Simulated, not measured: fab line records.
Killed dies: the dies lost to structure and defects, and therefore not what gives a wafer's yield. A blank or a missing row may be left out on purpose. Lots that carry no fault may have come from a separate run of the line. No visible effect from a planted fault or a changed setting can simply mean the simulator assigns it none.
Matching of chambers / flow n5-finfet / N5_BEOL_M9_STRIP_67 on rie-diel-01: 4 sister chambers
The step strips in CF4. 8 wafers are shown with their chamber, then 9 later ones without.

## EACH WAFER AND ITS CHAMBER
wafer=L077.1; chamber=2; drypump-motor-current-A (A)=5.2; showerhead-plenum-p-Torr (Torr)=1.73
wafer=L089.1; chamber=3; drypump-motor-current-A (A)=5.6; showerhead-plenum-p-Torr (Torr)=1.86
wafer=L089.6; chamber=2; drypump-motor-current-A (A)=5.2; showerhead-plenum-p-Torr (Torr)=1.73
wafer=L091.2; chamber=3; drypump-motor-current-A (A)=5.6; showerhead-plenum-p-Torr (Torr)=1.86
wafer=L091.5; chamber=0; drypump-motor-current-A (A)=4.9; showerhead-plenum-p-Torr (Torr)=1.75
wafer=L093.1; chamber=1; drypump-motor-current-A (A)=5.8; showerhead-plenum-p-Torr (Torr)=1.74
wafer=L093.2; chamber=0; drypump-motor-current-A (A)=5.0; showerhead-plenum-p-Torr (Torr)=1.74
wafer=L093.6; chamber=1; drypump-motor-current-A (A)=5.8; showerhead-plenum-p-Torr (Torr)=1.74

## WAFERS WITHOUT THEIR CHAMBER
wafer=L094.1; drypump-motor-current-A (A)=5.6; showerhead-plenum-p-Torr (Torr)=1.86
wafer=L094.4; drypump-motor-current-A (A)=5.8; showerhead-plenum-p-Torr (Torr)=1.74
wafer=L094.5; drypump-motor-current-A (A)=5.2; showerhead-plenum-p-Torr (Torr)=1.72
wafer=L095.1; drypump-motor-current-A (A)=5.2; showerhead-plenum-p-Torr (Torr)=1.72
wafer=L095.3; drypump-motor-current-A (A)=5.6; showerhead-plenum-p-Torr (Torr)=1.86
wafer=L095.4; drypump-motor-current-A (A)=4.9; showerhead-plenum-p-Torr (Torr)=1.74
wafer=L097.2; drypump-motor-current-A (A)=5.0; showerhead-plenum-p-Torr (Torr)=1.74
wafer=L097.3; drypump-motor-current-A (A)=5.8; showerhead-plenum-p-Torr (Torr)=1.74
wafer=L097.5; drypump-motor-current-A (A)=5.2; showerhead-plenum-p-Torr (Torr)=1.72

## CHAMBER TAKEN BY EACH
wafer=L094.1; from the rows above=3; in truth=3
wafer=L094.4; from the rows above=1; in truth=1
wafer=L094.5; from the rows above=2; in truth=2
wafer=L095.1; from the rows above=2; in truth=2
wafer=L095.3; from the rows above=3; in truth=3
wafer=L095.4; from the rows above=0; in truth=0
wafer=L097.2; from the rows above=0; in truth=0
wafer=L097.3; from the rows above=1; in truth=1
wafer=L097.5; from the rows above=2; in truth=2
Placed correctly: 9 of 9. Can't be placed from these rows: 0. 0 placed wrongly.
How it was worked out, from the rows above alone: a wafer's distance from a chamber is the root of the sum, over the readings, of the square of ((its reading less the chamber's mean) divided by the reading's scatter). If the next closest chamber is less than 2 further off than the closest, the wafer can't be placed; otherwise it belongs to the closest. For every chamber, the mean is computed from those of its wafers that are shown. The scatter: the root of (the sum of the squares of (reading less its chamber's mean) over the shown wafers, divided by (wafers less chambers)).
